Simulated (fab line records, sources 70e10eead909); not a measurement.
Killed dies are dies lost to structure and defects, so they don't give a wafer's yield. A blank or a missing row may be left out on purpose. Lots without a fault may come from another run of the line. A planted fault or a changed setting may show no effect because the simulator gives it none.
Which tool did it? | flow nand_harc | 24 lots, 72 wafers sampled, at 6 steps of a route of 1302

WHAT THE GAUGES READ, wafer by wafer
NHARC_P_BONDPAD_THK_MEAS_20: measures by xrf.
lot  | measured     | on            | thk_nm (nm)
L074 | day 6 22:20  | film_metro-02 | 160.9 161.6 162.3
L075 | day 7 05:48  | film_metro-01 | 160.6 161.1 161.0
L076 | day 7 09:38  | film_metro-01 | 160.0 158.9 160.9
L077 | day 8 03:43  | film_metro-02 | 163.9 161.4 163.4
L078 | day 8 18:08  | film_metro-02 | 162.1 159.7 162.9
L079 | day 8 18:56  | film_metro-02 | 161.5 162.6 161.6
L080 | day 9 05:53  | film_metro-02 | 163.2 161.9 163.0
L081 | day 9 15:47  | film_metro-02 | 160.3 159.8 158.7
L082 | day 9 21:18  | film_metro-02 | 162.3 162.0 163.1
L083 | day 10 16:25 | film_metro-01 | 159.8 161.8 163.4
L084 | day 10 21:14 | film_metro-02 | 160.0 160.0 160.8
L085 | day 11 07:37 | film_metro-02 | 161.0 158.2 160.8
L086 | day 11 11:16 | film_metro-01 | 162.0 160.3 163.0
L087 | day 12 01:47 | film_metro-02 | 157.2 160.4 159.1
L088 | day 12 18:43 | film_metro-01 | 159.5 160.3 160.5
L089 | day 12 19:55 | film_metro-01 | 156.9 159.4 159.7
L090 | day 13 11:52 | film_metro-02 | 160.5 159.7 162.5
L091 | day 13 18:01 | film_metro-02 | 157.9 160.0 158.8
L092 | day 14 12:19 | film_metro-02 | 159.6 161.1 159.5
L093 | day 14 17:54 | film_metro-01 | 161.3 165.5 161.9
L094 | day 15 01:07 | film_metro-02 | 161.5 162.2 160.0
L095 | day 15 15:01 | film_metro-02 | 160.2 159.9 160.7
L096 | day 15 23:58 | film_metro-01 | 159.8 161.6 162.0
L097 | day 16 10:13 | film_metro-02 | 161.3 159.6 159.0

WHICH TOOL RAN EACH LOT (tool, then ch and the chambers of the sampled wafers, then the start)
lot  | NHARC_P_M2_ANNEAL_31             | NHARC_P_BONDPAD_DEGAS_25     | NHARC_P_BONDPAD_PRE_CLEAN_26            | NHARC_P_BONDPAD_PVD_17                  | NHARC_P_BONDPAD_CMP_19
L074 | rtp_anneal-02 ch 0, day 6 17:11  | pvd_sputter-02, day 6 20:57  | pvd_sputter-02, day 6 22:03 or earlier  | pvd_sputter-02, day 6 22:03 or earlier  | cmp-01 ch 1,2,3, day 6 22:03
L075 | rtp_anneal-01 ch 0, day 7 00:37  | pvd_sputter-02, day 7 04:22  | pvd_sputter-02, day 7 05:32 or earlier  | pvd_sputter-02, day 7 05:32 or earlier  | cmp-03 ch 0,2,3, day 7 05:32
L076 | rtp_anneal-02 ch 0, day 7 04:31  | pvd_sputter-01, day 7 08:14  | pvd_sputter-01, day 7 09:19 or earlier  | pvd_sputter-01, day 7 09:19 or earlier  | cmp-04 ch 2,3, day 7 09:19
L077 | rtp_anneal-01 ch 0, day 7 22:33  | pvd_sputter-01, day 8 02:17  | pvd_sputter-01, day 8 03:26 or earlier  | pvd_sputter-01, day 8 03:26 or earlier  | cmp-01 ch 0,2,3, day 8 03:26
L078 | rtp_anneal-02 ch 0, day 8 13:00  | pvd_sputter-03, day 8 16:41  | pvd_sputter-03, day 8 17:50 or earlier  | pvd_sputter-03, day 8 17:50 or earlier  | cmp-04 ch 1,2, day 8 17:50
L079 | rtp_anneal-01 ch 0, day 8 13:40  | pvd_sputter-03, day 8 17:14  | pvd_sputter-03, day 8 18:37 or earlier  | pvd_sputter-03, day 8 18:37 or earlier  | cmp-03 ch 1,2, day 8 18:37
L080 | rtp_anneal-02 ch 0, day 9 00:41  | pvd_sputter-01, day 9 04:26  | pvd_sputter-01, day 9 05:33 or earlier  | pvd_sputter-01, day 9 05:33 or earlier  | cmp-03 ch 0,2,3, day 9 05:33
L081 | rtp_anneal-01 ch 0, day 9 10:40  | pvd_sputter-02, day 9 14:22  | pvd_sputter-02, day 9 15:27 or earlier  | pvd_sputter-02, day 9 15:27 or earlier  | cmp-04 ch 0,3, day 9 15:27
L082 | rtp_anneal-01 ch 0, day 9 16:17  | pvd_sputter-02, day 9 19:54  | pvd_sputter-02, day 9 20:59 or earlier  | pvd_sputter-02, day 9 20:59 or earlier  | cmp-03 ch 0,1,2, day 9 20:59
L083 | rtp_anneal-02 ch 0, day 10 11:05 | pvd_sputter-03, day 10 15:01 | pvd_sputter-03, day 10 16:06 or earlier | pvd_sputter-03, day 10 16:06 or earlier | cmp-01 ch 1,2, day 10 16:06
L084 | rtp_anneal-02 ch 0, day 10 16:14 | pvd_sputter-02, day 10 19:50 | pvd_sputter-02, day 10 20:56 or earlier | pvd_sputter-02, day 10 20:56 or earlier | cmp-03 ch 0,1, day 10 20:56
L085 | rtp_anneal-01 ch 0, day 11 02:29 | pvd_sputter-03, day 11 06:12 | pvd_sputter-03, day 11 07:22 or earlier | pvd_sputter-03, day 11 07:22 or earlier | cmp-03 ch 0,1,3, day 11 07:22
L086 | rtp_anneal-01 ch 0, day 11 06:09 | pvd_sputter-02, day 11 09:51 | pvd_sputter-02, day 11 11:00 or earlier | pvd_sputter-02, day 11 11:00 or earlier | cmp-01 ch 0,2,3, day 11 11:00
L087 | rtp_anneal-02 ch 0, day 11 20:46 | pvd_sputter-01, day 12 00:20 | pvd_sputter-01, day 12 01:29 or earlier | pvd_sputter-01, day 12 01:29 or earlier | cmp-04 ch 2,3, day 12 01:29
L088 | rtp_anneal-01 ch 0, day 12 13:22 | pvd_sputter-01, day 12 17:19 | pvd_sputter-01, day 12 18:27 or earlier | pvd_sputter-01, day 12 18:27 or earlier | cmp-03 ch 0,1,2, day 12 18:27
L089 | rtp_anneal-02 ch 0, day 12 14:38 | pvd_sputter-03, day 12 18:31 | pvd_sputter-03, day 12 19:36 or earlier | pvd_sputter-03, day 12 19:36 or earlier | cmp-04 ch 2,3, day 12 19:36
L090 | rtp_anneal-02 ch 0, day 13 06:49 | pvd_sputter-01, day 13 10:28 | pvd_sputter-01, day 13 11:36 or earlier | pvd_sputter-01, day 13 11:36 or earlier | cmp-01 ch 1,2,3, day 13 11:36
L091 | rtp_anneal-02 ch 0, day 13 12:59 | pvd_sputter-01, day 13 16:37 | pvd_sputter-01, day 13 17:45 or earlier | pvd_sputter-01, day 13 17:45 or earlier | cmp-03 ch 1,2,3, day 13 17:45
L092 | rtp_anneal-02 ch 0, day 14 06:05 | pvd_sputter-03, day 14 10:53 | pvd_sputter-03, day 14 12:04 or earlier | pvd_sputter-03, day 14 12:04 or earlier | cmp-03 ch 0,1,3, day 14 12:04
L093 | rtp_anneal-01 ch 0, day 14 12:29 | pvd_sputter-01, day 14 16:30 | pvd_sputter-01, day 14 17:35 or earlier | pvd_sputter-01, day 14 17:35 or earlier | cmp-04 ch 1,2, day 14 17:35
L094 | rtp_anneal-02 ch 0, day 14 19:52 | pvd_sputter-01, day 14 23:43 | pvd_sputter-01, day 15 00:51 or earlier | pvd_sputter-01, day 15 00:51 or earlier | cmp-01 ch 0,1,3, day 15 00:51
L095 | rtp_anneal-01 ch 0, day 15 09:55 | pvd_sputter-02, day 15 13:38 | pvd_sputter-02, day 15 14:44 or earlier | pvd_sputter-02, day 15 14:44 or earlier | cmp-04 ch 0,2,3, day 15 14:44
L096 | rtp_anneal-02 ch 0, day 15 18:59 | pvd_sputter-01, day 15 22:34 | pvd_sputter-01, day 15 23:39 or earlier | pvd_sputter-01, day 15 23:39 or earlier | cmp-04 ch 0,1,3, day 15 23:39
L097 | rtp_anneal-01 ch 0, day 16 05:11 | pvd_sputter-01, day 16 08:49 | pvd_sputter-01, day 16 09:53 or earlier | pvd_sputter-01, day 16 09:53 or earlier | cmp-01 ch 1,2,3, day 16 09:53
- NHARC_P_M2_ANNEAL_31: time 90 s.
- NHARC_P_BONDPAD_DEGAS_25: time 60 s.
- NHARC_P_BONDPAD_PRE_CLEAN_26: time 30 s.
- NHARC_P_BONDPAD_PVD_17: deposits TaN, target thk 5 nm, time 8.06 s.
- NHARC_P_BONDPAD_CMP_19: polishes, t overpolish 30 s, cu recess touch 16 s, target thk 160.81 nm.

WHAT THE TOOLS THEMSELVES READ (means of the sampled wafers that have a number; where no wafer has one, the mark that the record gives instead)
NHARC_P_M2_ANNEAL_31.
lot  | tool          | wafer_temp_C_max
L074 | rtp_anneal-02 | 225.56
L075 | rtp_anneal-01 | 225.66
L076 | rtp_anneal-02 | 225.50
L077 | rtp_anneal-01 | 225.55
L078 | rtp_anneal-02 | 225.63
L079 | rtp_anneal-01 | 225.51
L080 | rtp_anneal-02 | 225.43
L081 | rtp_anneal-01 | 225.49
L082 | rtp_anneal-01 | 225.58
L083 | rtp_anneal-02 | 225.50
L084 | rtp_anneal-02 | 225.77
L085 | rtp_anneal-01 | 225.39
L086 | rtp_anneal-01 | 225.51
L087 | rtp_anneal-02 | 225.44
L088 | rtp_anneal-01 | 225.65
L089 | rtp_anneal-02 | 225.24
L090 | rtp_anneal-02 | 225.33
L091 | rtp_anneal-02 | 225.60
L092 | rtp_anneal-02 | 225.51
L093 | rtp_anneal-01 | 225.52
L094 | rtp_anneal-02 | 225.82
L095 | rtp_anneal-01 | 225.54
L096 | rtp_anneal-02 | 225.57
L097 | rtp_anneal-01 | 225.56

NHARC_P_BONDPAD_DEGAS_25.
lot  | tool           | heater_power_w (W)
L074 | pvd_sputter-02 | 448
L075 | pvd_sputter-02 | 440
L076 | pvd_sputter-01 | 445
L077 | pvd_sputter-01 | 485
L078 | pvd_sputter-03 | 497
L079 | pvd_sputter-03 | 468
L080 | pvd_sputter-01 | 453
L081 | pvd_sputter-02 | 457
L082 | pvd_sputter-02 | 439
L083 | pvd_sputter-03 | 529
L084 | pvd_sputter-02 | 434
L085 | pvd_sputter-03 | 449
L086 | pvd_sputter-02 | 404
L087 | pvd_sputter-01 | 424
L088 | pvd_sputter-01 | 452
L089 | pvd_sputter-03 | 491
L090 | pvd_sputter-01 | 428
L091 | pvd_sputter-01 | 479
L092 | pvd_sputter-03 | 483
L093 | pvd_sputter-01 | 425
L094 | pvd_sputter-01 | 480
L095 | pvd_sputter-02 | 425
L096 | pvd_sputter-01 | 463
L097 | pvd_sputter-01 | 463

NHARC_P_BONDPAD_PRE_CLEAN_26.
lot  | tool           | heater_power_w (W)
L074 | pvd_sputter-02 | 368
L075 | pvd_sputter-02 | 348
L076 | pvd_sputter-01 | 398
L077 | pvd_sputter-01 | 408
L078 | pvd_sputter-03 | 428
L079 | pvd_sputter-03 | 396
L080 | pvd_sputter-01 | 394
L081 | pvd_sputter-02 | 361
L082 | pvd_sputter-02 | 397
L083 | pvd_sputter-03 | 462
L084 | pvd_sputter-02 | 354
L085 | pvd_sputter-03 | 393
L086 | pvd_sputter-02 | 344
L087 | pvd_sputter-01 | 404
L088 | pvd_sputter-01 | 400
L089 | pvd_sputter-03 | 419
L090 | pvd_sputter-01 | 392
L091 | pvd_sputter-01 | 391
L092 | pvd_sputter-03 | 423
L093 | pvd_sputter-01 | 427
L094 | pvd_sputter-01 | 421
L095 | pvd_sputter-02 | 374
L096 | pvd_sputter-01 | 400
L097 | pvd_sputter-01 | 390

NHARC_P_BONDPAD_PVD_17.
lot  | tool           | throttle_valve_pct (%)
L074 | pvd_sputter-02 | 28.7
L075 | pvd_sputter-02 | 28.8
L076 | pvd_sputter-01 | 30.5
L077 | pvd_sputter-01 | 31.0
L078 | pvd_sputter-03 | 30.5
L079 | pvd_sputter-03 | 29.7
L080 | pvd_sputter-01 | 30.7
L081 | pvd_sputter-02 | 30.1
L082 | pvd_sputter-02 | 31.3
L083 | pvd_sputter-03 | 31.2
L084 | pvd_sputter-02 | 30.1
L085 | pvd_sputter-03 | 30.5
L086 | pvd_sputter-02 | 28.9
L087 | pvd_sputter-01 | 31.4
L088 | pvd_sputter-01 | 30.6
L089 | pvd_sputter-03 | 28.9
L090 | pvd_sputter-01 | 30.4
L091 | pvd_sputter-01 | 30.3
L092 | pvd_sputter-03 | 30.3
L093 | pvd_sputter-01 | 30.2
L094 | pvd_sputter-01 | 31.1
L095 | pvd_sputter-02 | 29.0
L096 | pvd_sputter-01 | 30.2
L097 | pvd_sputter-01 | 30.2

NHARC_P_BONDPAD_CMP_19.
lot  | tool   | motor_current_A (A) | overpolish_run_s (s) | slurry_flow_ml_min
L074 | cmp-01 | 11.8                | 30.004               | 150.2
L075 | cmp-03 | 12.0                | 30.003               | 149.9
L076 | cmp-04 | 11.5                | 30.005               | 150.6
L077 | cmp-01 | 12.4                | 29.995               | 150.2
L078 | cmp-04 | 10.7                | 30.000               | 149.8
L079 | cmp-03 | 13.1                | 29.998               | 150.0
L080 | cmp-03 | 11.5                | 29.994               | 149.8
L081 | cmp-04 | 10.6                | 29.997               | 150.0
L082 | cmp-03 | 12.0                | 30.001               | 150.0
L083 | cmp-01 | 11.9                | 29.999               | 149.9
L084 | cmp-03 | 13.1                | 29.997               | 149.9
L085 | cmp-03 | 13.1                | 30.003               | 150.0
L086 | cmp-01 | 12.7                | 30.004               | 149.9
L087 | cmp-04 | 11.3                | 29.992               | 149.6
L088 | cmp-03 | 12.4                | 29.997               | 150.1
L089 | cmp-04 | 11.7                | 29.996               | 150.3
L090 | cmp-01 | 11.6                | 29.996               | 150.0
L091 | cmp-03 | 12.9                | 29.995               | 149.9
L092 | cmp-03 | 12.6                | 30.001               | 150.5
L093 | cmp-04 | 10.6                | 29.995               | 149.9
L094 | cmp-01 | 11.8                | 29.997               | 150.5
L095 | cmp-04 | 10.8                | 30.006               | 150.1
L096 | cmp-04 | 11.2                | 30.010               | 150.0
L097 | cmp-01 | 11.4                | 29.999               | 150.1

THE ANSWER, worked out from the rows above alone
Rule: what is usual is taken from the lots themselves. Put in order of their means at a reading, lots are off if they are a third of the lots or fewer, leave a main group of 4 or more, and stand apart from it by a gap of 3 or more times the standard deviation of the main group's means; of several such gaps the widest counts. A main group whose means are all the same, to the digits that the tables above print for the reading, isn't used. A lot without any number at a reading at which 4 lots or more have one is off too. The other lots that the step has rows for count as sound. The gauges are gone through in route order, then the tools' own readings, and for those a lot's mean is taken as printed above. The first step at which some lot is off is used, and at that step the reading that is off furthest; a lot without a number counts as furthest.
No lot is off at any reading shown: from this, nothing can be told.

WHAT THE SIMULATOR HAD PUT IN
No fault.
